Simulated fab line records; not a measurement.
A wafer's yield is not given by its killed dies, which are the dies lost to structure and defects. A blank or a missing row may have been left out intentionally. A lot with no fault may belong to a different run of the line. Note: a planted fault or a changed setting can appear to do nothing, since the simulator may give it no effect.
fab line records	flow n5Finfet
[record] lots = 7	wafers = 21
route steps=1938 shown BEOL_M13@1696 BEOL_M15@1776 PASS1_CAP@1874 TV_LITHO@1879 PASSIVATION@1929
startH: the number of hours between the record's first day and the start of the first shown wafer of the lot	waitH: time in hours since the lot's previous step	" as in the row above	L1.1+2: one row covering several wafers at once	- value missing, or start not given	* or withheld: withheld	< > ~ a bound
route shown NAME@n: names a module that has steps shown in the file, with the first one's number in the route	usual: mean and standard deviation over wafers with no fault	same: alike in all rows	chamber/n: place in a boat	sites: the reading at each site	_std_site: the values' standard deviation	_edge_site: outer sites' mean less inner sites'	radiusMm: for every site, how far away it sits from the centre of the wafer	mask NAME#n: copy n	behind: the most recent tool/chamber to have shaped the wafer	hold: the reason the lot was held/the length of the hold in hours/how it ended	device: the transistor (n, p or np) that didn't switch	end of line: tests of these same wafers at the route's end	step lacking rows: just its recipe	killed: the dies lost at the first sort to structure and to defects; this is not the yield of the wafer	map: a wafer's dies, x killed, . not, _ none there
set.NAME: the setting the step ran with; set.NAME@STEP: the setting that earlier step ran with	model.NAME: the simulator's own value behind a step, which no gauge read
lots with deliberately changed settings; one table per step, one row per wafer
[[steps]]
[step N5_BEOL_M13_TRENCH_ETCH_34]
[recipe] chemistry = C4F8/O2/Ar	target = SiOC	targetDepthA = 4134.7	maskMaterial = SOC	pressureMtorr = 30	sourceW = 3000	biasW = 700	Ar_flow_sccm = 400	C4F8_flow_sccm = 15	O2_flow_sccm = 8	heInnerTorr = 15	heOuterTorr = 30	timeS = 162.6	ionEnergyEv = 250
lot.wafer	tool	chamber	startH	waitH	set.timeS	model.etch.depthNm
L074.3	rieDiel-05	3	233.80	0.0	193	484.8
L074.5	"	3	"	"	193	484.6
L074.6	"	0	"	"	162.6	418.1
L076.2	rieDiel-02	0	243.99	0.0	162.6	420.6
L076.4	"	2	"	"	196.4	514.8
L076.5	"	1	"	"	162.6	414.9
L088.1	rieDiel-01	2	335.53	0.0	162.6	412.8
L088.3	"	0	"	"	162.6	412
L088.6	"	3	"	"	162.6	404
L090.3	rieDiel-02	1	336.02	0.0	153.1	387.8
L090.4	"	0	"	"	162.6	409.2
L090.6	"	3	"	"	153.1	384.1
L087.1	rieDiel-05	1	336.20	0.0	162.6	417.6
L087.5	"	3	"	"	162.6	419.1
L087.6	"	2	"	"	162.6	421.5
L091.2	rieDiel-02	1	340.93	0.0	173.3	448.3
L091.3	"	2	"	"	162.6	428.8
L091.5	"	1	"	"	173.3	444.4
L092.3	rieDiel-01	2	347.07	0.0	162.6	413.6
L092.5	"	3	"	"	194.5	496.5
L092.6	"	2	"	"	194.5	495.4
[step N5_BEOL_M13_STRIP_70]
[recipe] chemistry = C4F8/O2/Ar	resist = SiARC	rfFrequencyHz = 6e+07
[step N5_BEOL_M13_OCD_MEAS_35]
[usual] trenchDepthNm = 415/5.2
lot.wafer	tool	chamber	startH	waitH	set.timeS@BEOL_M13_TRENCH_ETCH_34	trenchDepthNm
L074.3	ocd-01	-	233.98	0.0	193	485
L074.5	"	-	"	"	193	485
L074.6	"	-	"	"	162.6	418
L076.2	ocd-01	-	244.16	0.0	162.6	420
L076.4	"	-	"	"	196.4	515
L076.5	"	-	"	"	162.6	415
L088.1	ocd-01	-	335.71	0.0	162.6	413
L088.3	"	-	"	"	162.6	412
L088.6	"	-	"	"	162.6	404
L090.3	ocd-02	-	336.20	0.0	153.1	388
L090.4	"	-	"	"	162.6	410
L090.6	"	-	"	"	153.1	384
L087.1	ocd-02	-	336.38	0.0	162.6	418
L087.5	"	-	"	"	162.6	419
L087.6	"	-	"	"	162.6	422
L091.2	ocd-02	-	341.10	0.0	173.3	448
L091.3	"	-	"	"	162.6	429
L091.5	"	-	"	"	173.3	445
L092.3	ocd-01	-	347.25	0.0	162.6	414
L092.5	"	-	"	"	194.5	496
L092.6	"	-	"	"	194.5	495
[step N5_BEOL_M13_SPUTTER_44]
[recipe] material = Ta	targetThkA = 100	tempC = 50	biasV = 80	powerW = 15000	chamberPressurePa = 0.07	timeS = 16.13
lot.wafer	tool	chamber	startH	waitH	set.timeS	model.Ta_of_BEOL_M13_SPUTTER_44.thkNm
L074.3	pvdSputter-02	-	238.06	0.0	17.23	10.8
L074.5+6	"	-	"	"	16.13	10
L076.2+4	pvdSputter-01	-	246.28	0.0	16.13	10.2
L076.5	"	-	"	"	17.7	11
L088.1	pvdSputter-03	-	338.47	0.0	16.13	10.2
L088.3+6	"	-	"	"	16.13	10
L090.3+6	pvdSputter-01	-	338.70	0.0	16.13	10
L090.4	"	-	"	"	16.13	10.2
L087.1+5	pvdSputter-02	-	338.70	0.0	16.13	10
L087.6	"	-	"	"	16.13	10.2
L091.2	pvdSputter-01	-	342.26	0.0	14.11	9
L091.3+5	"	-	"	"	16.13	10.2
L092.3	pvdSputter-02	-	350.72	0.0	16.13	10.2
L092.5+6	"	-	"	"	16.91	10.4
[step N5_BEOL_M13_SPUTTER_45]
[recipe] material = Cu	targetThkA = 800	tempC = -20	biasV = 60	powerW = 26000	chamberPressurePa = 0.13	timeS = 13.33
[step N5_BEOL_M13_ECD_47]
[recipe] material = Cu	targetThkA = 9360
[step N5_BEOL_M13_ANNEAL_48]
[recipe] tempC = 225	timeS = 90	ambient = N2
[step N5_BEOL_M13_CMP_49]
[recipe] stopOn = SiOC	tOverpolishS = 17.1	downForcePsi = 1	platenRpm = 50	clearingPlatenDownForcePsi = 1.5	clearingPlatenRpm = 50	postCmpClean = cuAlkaline	targetThkNm = 420	clearingPlatenPadVelocityMS = 0.99484	padVelocityMS = 0.99484
lot.wafer	tool	chamber	startH	waitH	set.timeS@BEOL_M13_TRENCH_ETCH_34	model.Cu_of_BEOL_M13_ECD_47.thkNm
L074.3	cmp-04	0	238.91	0.2	193	491.6
L074.6	"	2	"	"	162.6	425.2
L074.5	"	3	"	"	193	491
L076.2	cmp-04	2	247.16	0.2	162.6	428.6
L076.4	"	0	"	"	196.4	520.8
L076.5	"	2	"	"	162.6	420.2
L088.1+3	cmp-04	0,1	339.21	0.3	162.6	418.2
L088.6	"	1	"	"	162.6	410.2
L090.3	cmp-01	2	339.43	0.2	153.1	393.6
L090.4	"	3	"	"	162.6	416.2
L090.6	"	1	"	"	153.1	390.6
L087.1+5	cmp-02	2	339.67	0.3	162.6	425.6
L087.6	"	1	"	"	162.6	429.6
L091.2	cmp-04	1	343.00	0.2	173.3	455.8
L091.3	"	0	"	"	162.6	434.4
L091.5	"	1	"	"	173.3	449.8
L092.3	cmp-04	3	351.41	0.2	162.6	419.8
L092.6	"	3	"	"	194.5	500.4
L092.5	"	0	"	"	194.5	502.8
[step N5_BEOL_M13_THK_MEAS_50]
[recipe] thkMeasGauge = xrf	reads = Cu_of_BEOL_M13_ECD_47
[usual] M13_THK = 417/6.5
lot.wafer	tool	chamber	startH	waitH	set.timeS@BEOL_M13_TRENCH_ETCH_34	M13_THK[nm]
L074.3	filmMetro-02	-	239.13	-	193	489
L074.5	"	-	"	"	193	489
L074.6	"	-	"	"	162.6	423
L076.2	filmMetro-01	-	247.45	-	162.6	417
L076.4	"	-	"	"	196.4	505
L076.5	"	-	"	"	162.6	409
L088.1	filmMetro-02	-	339.51	-	162.6	415
L088.3	"	-	"	"	162.6	416
L088.6	"	-	"	"	162.6	407
L090.3	filmMetro-02	-	339.65	-	153.1	391
L090.4	"	-	"	"	162.6	415
L090.6	"	-	"	"	153.1	389
L087.1	filmMetro-01	-	339.92	-	162.6	415
L087.5	"	-	"	"	162.6	415
L087.6	"	-	"	"	162.6	419
L091.2	filmMetro-02	-	343.29	-	173.3	453
L091.3	"	-	"	"	162.6	431
L091.5	"	-	"	"	173.3	448
L092.3	filmMetro-01	-	351.70	-	162.6	413
L092.5	"	-	"	"	194.5	494
L092.6	"	-	"	"	194.5	491
[step N5_BEOL_M13_PRE_CLEAN_52]
[recipe] gas = NH3	timeS = 15	tempC = withheld	rfPowerW = 300
[step N5_BEOL_M13_DEP_53]
[recipe] material = SiCN	targetThkA = 500	tempC = withheld	precursor = 3MS/NH3	pressureTorr = 3	rfW = 675	timeS = 17.8
[step N5_BEOL_M13_RS_MEAS_54]
[recipe] thkMeasGauge = four-point-probe	reads = Cu_of_BEOL_M13_ECD_47+Ta_of_BEOL_M13_SPUTTER_44+TaN_of_BEOL_M13_SPUTTER_43
[usual] M13_RS = 0.0447/0.00058
lot.wafer	tool	chamber	startH	waitH	set.timeS@BEOL_M13_TRENCH_ETCH_34	M13_RS[ohm/sq]
L074.3	filmMetro-01	-	239.29	0.1	193	0.0382
L074.5	"	-	"	"	193	0.0383
L074.6	"	-	"	"	162.6	0.0443
L076.2	filmMetro-01	-	247.58	0.1	162.6	0.0440
L076.4	"	-	"	"	196.4	0.0360
L076.5	"	-	"	"	162.6	0.0449
L088.1	filmMetro-01	-	339.64	0.0	162.6	0.0452
L088.3	"	-	"	"	162.6	0.0451
L088.6	"	-	"	"	162.6	0.0460
L090.3	filmMetro-01	-	339.78	0.1	153.1	0.0481
L090.4	"	-	"	"	162.6	0.0453
L090.6	"	-	"	"	153.1	0.0484
L087.1	filmMetro-02	-	340.05	0.0	162.6	0.0443
L087.5	"	-	"	"	162.6	0.0441
L087.6	"	-	"	"	162.6	0.0439
L091.2	filmMetro-01	-	343.42	0.1	173.3	0.0412
L091.3	"	-	"	"	162.6	0.0434
L091.5	"	-	"	"	173.3	0.0418
L092.3	filmMetro-01	-	351.83	0.1	162.6	0.0449
L092.5	"	-	"	"	194.5	0.0373
L092.6	"	-	"	"	194.5	0.0375
[step N5_BEOL_M15_COAT_04]
[recipe] spinRpm = 1704	resistThkNm = 800
lot.wafer	tool	chamber	startH	waitH	set.spinRpm	model.coat_of_BEOL_M15_COAT_04.thkNm
L074.3	lithoTrack-01	0	-	-	1870	761.2
L074.5	"	0	"	"	1704	797.2
L074.6	"	0	"	"	1870	758.8
L076.2	lithoTrack-05	0	-	-	1704	801.4
L076.4	"	0	"	"	1704	800.2
L076.5	"	0	"	"	1704	799
L088.1	lithoTrack-04	0	-	-	1704	798
L088.3+6	"	0	"	"	1704	799.4
L090.3	lithoTrack-05	0	-	-	1704	798.6
L090.4	"	0	"	"	1704	798.4
L090.6	"	0	"	"	1623	815.2
L087.1	lithoTrack-05	0	-	-	1586	829
L087.5	"	0	"	"	1704	799.4
L087.6	"	0	"	"	1704	800.2
L091.2	lithoTrack-04	0	-	-	1517	846
L091.3	"	0	"	"	1517	848.2
L091.5	"	0	"	"	1517	846.6
L092.3	lithoTrack-04	0	-	-	1704	800.6
L092.5	"	0	"	"	1704	800.8
L092.6	"	0	"	"	1650	813.4
[step N5_BEOL_M15_EBR_06]
[recipe] solvent = PGMEA	ebrWidthMm = 1.5
[step N5_BEOL_M15_SOFTBAKE_05]
[recipe] tempC = 130	timeS = 60
[step N5_BEOL_M15_DESCUM_15]
[recipe] chemistry = O2	timeS = 7.9	sourcePowerW = 50	biasPowerW = 20	pressureMtorr = 20	rfFrequencyHz = 2.712e+07	tempC = 40	o2FlowSccm = 225
[step N5_BEOL_M15_ETCH_59]
[recipe] chemistry = N2/H2	target = BARC	targetDepthA = 890	overetchA = 267	timeS = 67.9	ionEnergyEv = 200	pressureMtorr = 30	sourceW = 840	biasW = 150	n2FlowSccm = 200	h2FlowSccm = 200
lot.wafer	tool	chamber	startH	waitH	set.spinRpm@BEOL_M15_COAT_04	model.coat_of_BEOL_M15_COAT_04.thkNm
L074.3	rieDiel-01	0	246.89	0.0	1870	677.8
L074.5	"	3	"	"	1704	714.8
L074.6	"	0	"	"	1870	676
L076.2	rieDiel-02	3	256.10	0.0	1704	719
L076.4	"	2	"	"	1704	715.2
L076.5	"	3	"	"	1704	717
L088.1	rieDiel-02	2	346.77	0.0	1704	712.4
L088.3	"	3	"	"	1704	717.4
L088.6	"	0	"	"	1704	716.4
L090.3	rieDiel-05	0	348.07	0.0	1704	714.4
L090.4	"	1	"	"	1704	716
L090.6	"	0	"	"	1623	730.8
L087.1	rieDiel-01	0	348.35	0.0	1586	746.6
L087.5+6	"	3,2	"	"	1704	716.4
L091.2	rieDiel-02	1	348.74	0.0	1517	762.4
L091.3	"	3	"	"	1517	766.6
L091.5	"	2	"	"	1517	761.6
L092.3	rieDiel-05	0	359.68	0.0	1704	715.8
L092.5	"	2	"	"	1704	718.2
L092.6	"	1	"	"	1650	730.4
[step N5_PASSIVATION_PECVD_01]
[recipe] material = SiNx	targetThkA = 2000	tempC = 400	precursor = SiH4/NH3/N2	pressureTorr = 4.9	rfW = 1406	timeS = 43.2
lot.wafer	tool	chamber	startH	waitH	set.timeS	model.SiNx_of_PASSIVATION_PECVD_01.thkNm
L074.3	pecvd-01	0	257.90	0.0	43.2	202.2
L074.5	"	1	"	"	43.2	201.6
L074.6	"	0	"	"	47.34	222.4
L076.2	pecvd-02	2	268.14	0.0	37.89	172.8
L076.4	"	0	"	"	37.89	178.4
L076.5	"	2	"	"	43.2	202
L088.1	pecvd-04	1	362.39	0.0	43.2	200.4
L088.3	"	0	"	"	43.2	198.6
L088.6	"	1	"	"	43.2	201.8
L087.1	pecvd-02	0	362.51	0.0	37.53	173.6
L087.5	"	2	"	"	43.2	202
L087.6	"	0	"	"	43.2	202.2
L091.2	pecvd-02	2	362.81	0.0	47.17	217
L091.3	"	2	"	"	43.2	202.6
L091.5	"	2	"	"	43.2	201.6
L090.3	pecvd-01	2	362.95	0.0	43.2	201.8
L090.4	"	1	"	"	40.5	188.4
L090.6	"	2	"	"	43.2	204.8
L092.3	pecvd-01	0	371.54	0.0	47.3	215.4
L092.5	"	1	"	"	43.2	200.8
L092.6	"	0	"	"	47.3	223
[step N5_PASSIVATION_EXPOSE_07]
[recipe] maskId = TV	na = 0.55	sourceShape = conventional	sigmaOuter = 0.8	polarization = unpolarized	defocusNm = 0	targetCdNm = 3000	doseMj = 22.75
lot.wafer	tool	chamber	startH	waitH	mask	set.doseMj
L074.3+5+6	krfScanner-02	0	260.70	-	TV#0	22.75
L076.2+4	krfScanner-02	0	269.71	-	TV#0	23.24
L076.5	"	0	"	"	TV#0	22.75
L087.1+5+6	krfScanner-02	0	362.98	-	TV#0	22.75
L088.1+3+6	krfScanner-02	0	363.01	-	TV#0	22.75
L091.2+3	krfScanner-02	0	363.15	-	TV#0	22.75
L091.5	"	0	"	"	TV#0	24.12
L090.3+6	krfScanner-01	0	364.27	-	TV#0	24.37
L090.4	"	0	"	"	TV#0	22.75
L092.3+5	krfScanner-01	0	374.96	-	TV#0	22.75
L092.6	"	0	"	"	TV#0	21.43
[step N5_PASSIVATION_PEB_08]
[recipe] pebTempC = withheld	pebTimeS = *
[step N5_PASSIVATION_DEVELOP_09]
[recipe] developTimeS = 60	rinseLiquid = diw	dry = airSpin	devTempC = 21
[step N5_PASSIVATION_HARDBAKE_11]
[recipe] tempC = 130	timeS = 120
[step N5_PASSIVATION_CD_MEAS_10]
[recipe] targetCdNm = 3000	landingEnergyEv = 500	detector = seInlens
[usual] cdNm = 3000.1/1.6
lot.wafer	tool	chamber	startH	waitH	set.doseMj@PASSIVATION_EXPOSE_07	cdNm
L074.3	cdSem-01	0	260.87	-	22.75	3000.3
L074.5	"	0	"	"	22.75	3000.3
L074.6	"	0	"	"	22.75	2999.7
L076.2	cdSem-02	0	269.88	-	23.24	3007.9
L076.4	"	0	"	"	23.24	3006.7
L076.5	"	0	"	"	22.75	3000.9
L087.1	cdSem-01	0	363.15	-	22.75	3001.4
L087.5	"	0	"	"	22.75	3000.5
L087.6	"	0	"	"	22.75	3000.3
L088.1	cdSem-03	0	363.19	-	22.75	3001.3
L088.3	"	0	"	"	22.75	3000.1
L088.6	"	0	"	"	22.75	2998.8
L091.2	cdSem-03	0	363.32	-	22.75	2999.9
L091.3	"	0	"	"	22.75	3000.4
L091.5	"	0	"	"	24.12	3013.2
L090.3	cdSem-03	0	364.44	-	24.37	3013.9
L090.4	"	0	"	"	22.75	2998.9
L090.6	"	0	"	"	24.37	3014.0
L092.3	cdSem-02	0	375.13	-	22.75	2998.8
L092.5	"	0	"	"	22.75	3003.0
L092.6	"	0	"	"	21.43	2988.8
[step N5_PASSIVATION_PASS_ETCH_47]
[recipe] chemistry = CF4/O2	target = SiNx	targetDepthA = 7700	timeS = 385	ionEnergyEv = 100	pressureMtorr = 40	sourceW = 535	biasW = 49	Ar_flow_sccm = 100	cf4FlowSccm = 100	O2_flow_sccm = 10
lot.wafer	tool	chamber	startH	waitH	set.timeS	model.etch.depthNm
L074.3	rieDiel-03	0	264.49	0.0	360.6	709.7
L074.5	"	1	"	"	360.6	719.9
L074.6	"	0	"	"	385	756.2
L076.2	rieDiel-04	1	274.42	0.0	385	768.1
L076.4	"	2	"	"	437.6	866.6
L076.5	"	1	"	"	437.6	872.7
L087.1	rieDiel-06	0	366.80	0.0	385	759.2
L087.5	"	3	"	"	385	795.2
L087.6	"	0	"	"	385	758.6
L088.1	rieDiel-04	1	367.03	0.0	385	781.8
L088.3	"	3	"	"	385	794
L088.6	"	3	"	"	385	794.1
L091.2	rieDiel-03	1	367.60	0.0	351.2	697.4
L091.3	"	3	"	"	385	773.8
L091.5	"	3	"	"	351.2	711.8
L090.3	rieDiel-03	3	368.37	0.0	385	772.3
L090.4	"	1	"	"	385	773.4
L090.6	"	0	"	"	385	769.9
L092.3	rieDiel-03	1	379.03	0.0	385	767.2
L092.5	"	1	"	"	385	758.8
L092.6	"	0	"	"	385	764.4
[step N5_PASSIVATION_ETCH_54]
[recipe] chemistry = CHF3/O2	target = SiO2	targetDepthA = 8800	CHF3_flow_sccm = 50	O2_flow_sccm = 5	Ar_flow_sccm = 200	timeS = 440	maskMaterial = PR	pressureMtorr = 30	sourceW = 650	biasW = 170	ionEnergyEv = 200
lot.wafer	tool	chamber	startH	waitH	set.timeS	model.PASSIVATION.featureDepthNm	model.etch.depthNm
L074.3	rieDiel-03	0	264.72	0.1	374.6	730.6	730.6
L074.5	"	1	"	"	374.6	741.2	741.3
L074.6	"	0	"	"	440	859	859.1
L076.2+5	rieDiel-04	1	274.65	0.1	440	890.6	890.6
L076.4	"	2	"	"	440	882	882.1
L087.1	rieDiel-06	0	367.03	0.1	440	863.6	863.7
L087.5	"	3	"	"	383.1	781	781.1
L087.6	"	0	"	"	440	861.6	861.5
L088.1	rieDiel-04	1	367.26	0.1	440	884.6	884.5
L088.3	"	3	"	"	440	893.2	893.2
L088.6	"	3	"	"	440	893.6	893.6
L091.2	rieDiel-03	1	367.83	0.1	347.7	706.4	706.5
L091.3	"	3	"	"	347.7	703.6	703.6
L091.5	"	3	"	"	440	898.6	898.6
L090.3	rieDiel-03	3	368.60	0.1	440	878.4	878.5
L090.4	"	1	"	"	440	876.2	876.1
L090.6	"	0	"	"	440	857.8	857.8
L092.3	rieDiel-03	1	379.26	0.1	440	877.4	877.4
L092.5	"	1	"	"	440	869.4	869.5
L092.6	"	0	"	"	525.1	1029	1029
[[key]]
[split] step = N5_BEOL_M13_TRENCH_ETCH_34	setting = timeS	stated = 162.6	by = wafer
[response] step = N5_BEOL_M13_TRENCH_ETCH_34	reading = model.etch.depthNm	change = +4.12	per = 1%	r = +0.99
[response] step = N5_BEOL_M13_OCD_MEAS_35	reading = trenchDepthNm	change = +4.12	per = 1%	r = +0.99
[response] step = N5_BEOL_M13_CMP_49	reading = model.Cu_of_BEOL_M13_ECD_47.thkNm	change = +4.1	per = 1%	r = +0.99
[response] step = N5_BEOL_M13_THK_MEAS_50	reading = M13_THK	change = +4.02	per = 1%	r = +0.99
[response] step = N5_BEOL_M13_RS_MEAS_54	reading = M13_RS	change = -0.000373	per = 1%	r = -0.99
[split] step = N5_BEOL_M13_SPUTTER_44	setting = timeS	stated = 16.13	by = wafer
[response] step = N5_BEOL_M13_SPUTTER_44	reading = model.Ta_of_BEOL_M13_SPUTTER_44.thkNm	change = +0.091	per = 1%	r = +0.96
[split] step = N5_BEOL_M15_COAT_04	setting = spinRpm	stated = 1704	by = wafer
[response] step = N5_BEOL_M15_COAT_04	reading = model.coat_of_BEOL_M15_COAT_04.thkNm	change = -3.9	per = 1%	r = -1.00
[response] step = N5_BEOL_M15_ETCH_59	reading = model.coat_of_BEOL_M15_COAT_04.thkNm	change = -3.96	per = 1%	r = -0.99
[split] step = N5_PASSIVATION_PECVD_01	setting = timeS	stated = 43.2	by = wafer
[response] step = N5_PASSIVATION_PECVD_01	reading = model.SiNx_of_PASSIVATION_PECVD_01.thkNm	change = +2.07	per = 1%	r = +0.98
[split] step = N5_PASSIVATION_EXPOSE_07	setting = doseMj	stated = 22.75	by = wafer
[response] step = N5_PASSIVATION_CD_MEAS_10	reading = cdNm	change = +2.15	per = 1%	r = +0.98
[split] step = N5_PASSIVATION_PASS_ETCH_47	setting = timeS	stated = 385	by = wafer
[response] step = N5_PASSIVATION_PASS_ETCH_47	reading = model.etch.depthNm	change = +7.43	per = 1%	r = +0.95
[split] step = N5_PASSIVATION_ETCH_54	setting = timeS	stated = 440	by = wafer
[response] step = N5_PASSIVATION_ETCH_54	reading = model.PASSIVATION.featureDepthNm	change = +8.28	per = 1%	r = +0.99
[response] step = N5_PASSIVATION_ETCH_54	reading = model.etch.depthNm	change = +8.28	per = 1%	r = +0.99
